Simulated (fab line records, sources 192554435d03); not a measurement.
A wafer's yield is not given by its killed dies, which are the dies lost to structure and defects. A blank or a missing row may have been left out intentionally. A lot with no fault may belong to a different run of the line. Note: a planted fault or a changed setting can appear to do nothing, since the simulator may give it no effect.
Matching of chambers ; flow n5_finfet ; N5_BEOL_M11_DESCUM_16 on rie_diel-05 has 4 sister chambers
The step chemistry O2, time 7.9 s. 20 wafers are shown with their chamber, then 10 later ones without.

## WAFERS WITH THEIR CHAMBER
wafer;chamber;drypump_motor_current_A (A);showerhead_plenum_p_Torr (Torr);throttle_valve_pct (%)
L075.1;1;5.3;2.21;20.23
L075.2;0;6.4;2.04;20.67
L075.5;3;5.3;2.06;20.34
L076.2;2;5.4;2.21;20.39
L076.4;0;6.3;2.04;20.68
L076.5;1;5.3;2.21;20.25
L078.1;2;5.5;2.21;20.39
L078.4;0;6.3;2.04;20.69
L078.5;2;5.4;2.21;20.40
L084.1;2;5.4;2.20;20.40
L084.3;1;5.3;2.20;20.26
L084.6;1;5.3;2.20;20.26
L081.1;1;5.3;2.20;20.27
L081.2;0;6.3;2.03;20.71
L081.3;3;5.3;2.06;19.99
L087.1;2;5.4;2.20;20.44
L087.4;0;6.3;2.03;20.71
L087.5;0;6.3;2.03;20.73
L090.1;0;6.3;2.03;20.72
L090.2;2;5.4;2.20;20.42

SIGNATURES, as means of the wafers listed above
reading;chamber 0;chamber 1;chamber 2;chamber 3;scatter within a chamber
drypump_motor_current_A;6.314;5.300;5.417;5.300;0.0325
showerhead_plenum_p_Torr;2.0343;2.2040;2.2050;2.0600;0.00525
throttle_valve_pct;20.7014;20.2540;20.4067;20.1650;0.0647
Rule: a wafer lies at a distance from a chamber equal to the root of the sum of squares, over the readings, of (its reading less the chamber's mean, divided by the reading's scatter). If the next closest chamber is less than 2 further off than the closest, the wafer can't be placed; otherwise it belongs to the closest. The scatter: the root of (the sum of the squares of (reading less its chamber's mean) over the shown wafers, divided by (wafers less chambers)).

## WAFERS WITHOUT THEIR CHAMBER
wafer;drypump_motor_current_A (A);showerhead_plenum_p_Torr (Torr);throttle_valve_pct (%)
L090.3;5.3;2.05;20.00
L092.4;5.3;2.05;20.02
L092.5;5.4;2.05;20.01
L092.6;6.4;2.02;20.72
L095.1;5.3;2.19;20.30
L095.2;5.4;2.20;20.45
L095.3;6.3;2.02;20.75
L096.1;6.3;2.02;20.75
L096.3;5.3;2.04;20.02
L096.4;5.3;2.19;20.30

## WHICH CHAMBER EACH WENT THROUGH
wafer;from the rows above;in truth
L090.3;3;3
L092.4;3;3
L092.5;3;3
L092.6;0;0
L095.1;1;1
L095.2;2;2
L095.3;0;0
L096.1;0;0
L096.3;3;3
L096.4;1;1
Placed correctly: 10 of 10. Can't be placed from these rows: 0. 0 placed wrongly.
